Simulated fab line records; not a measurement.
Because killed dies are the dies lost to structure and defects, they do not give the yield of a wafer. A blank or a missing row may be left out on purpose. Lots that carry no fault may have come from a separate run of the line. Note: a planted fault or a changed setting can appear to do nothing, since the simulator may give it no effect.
2 desks, one fault	flow nand_harc	what lay behind the numbers comes last; until then each desk has only its own

THE DEFECT DESK
Inspection counts along the route, by lot: the mean over sampled wafers that carry a number. Marked OUT: a lot whose mean sits more than 4 standard deviations from the usual mean, which makes it out of limits; the brackets give that distance.
Columns: A = raw_defect_count at NHARC_P_M0_INSPECT_27, usual 299; B = raw_defect_count at NHARC_P_M1_INSPECT_11, usual 3.7
lot	first seen here	A	B
L133	day 6 06:33	351	4.0
L136	day 6 17:06	326	3.0
L135	day 6 17:31	375	3.7
L141	day 7 22:59	284	4.3
L142	day 8 02:19	266	3.3
L147	day 9 00:50	293	2.7
L150	day 10 03:10	440	5.0
L152	day 10 13:07	927 (+6.7) OUT	690.7 (+99 or more) OUT
L154	day 10 22:27	363	4.7
L153	day 11 00:38	938 (+6.9) OUT	668.0 (+99 or more) OUT
L156	day 11 20:13	252	3.3
This desk's verdict: out of limits on L152, L153, starting with L152 at day 10 13:07 (raw_defect_count at NHARC_P_M0_INSPECT_27). In limits: L133, L136, L135, L141, L142, L147, L150, L154, L156.

TOOL OWNER'S DESK, cmp-01
The tool's own readings at NHARC_P_M0_CMP_23 (polishes, t overpolish 20 s, target thk 117.53 nm): means of the sampled wafers that have a number, for each lot that ran on this tool. Marked OUT: a lot whose mean sits more than 4 standard deviations from the usual mean, which makes it out of limits; the brackets give that distance.
Columns: A = motor_current_A at NHARC_P_M0_CMP_23, usual 12.3 A; B = time_to_endpoint_s at NHARC_P_M0_CMP_23, usual 28.5 s
lot	first seen here	A	B
L133	day 6 06:05	11.6	29.1
L147	day 9 00:23	12.4	29.3
L150	day 10 02:41	11.5	29.5
L152	day 10 12:40	12.3	29.5
L153	day 11 00:10	12.2	28.9
This desk's finding: nothing out of limits on any of the 5 lots.

PUT TOGETHER
The defect desk could have raised an alarm at day 10 13:07, on L152, L153.
The desk of the tool owner found nothing out of limits.
The tool owner's desk has L152, L153 on record, within its limits.
The lots listed all ran NHARC_P_M0_CMP_23 on cmp-01.

WHAT WAS PUT IN BY THE SIMULATOR
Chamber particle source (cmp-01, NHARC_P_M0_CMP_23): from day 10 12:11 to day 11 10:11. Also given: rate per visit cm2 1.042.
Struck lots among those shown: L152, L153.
Hours from the fault's start to each desk's first reading out of limits: the defect desk, 1.
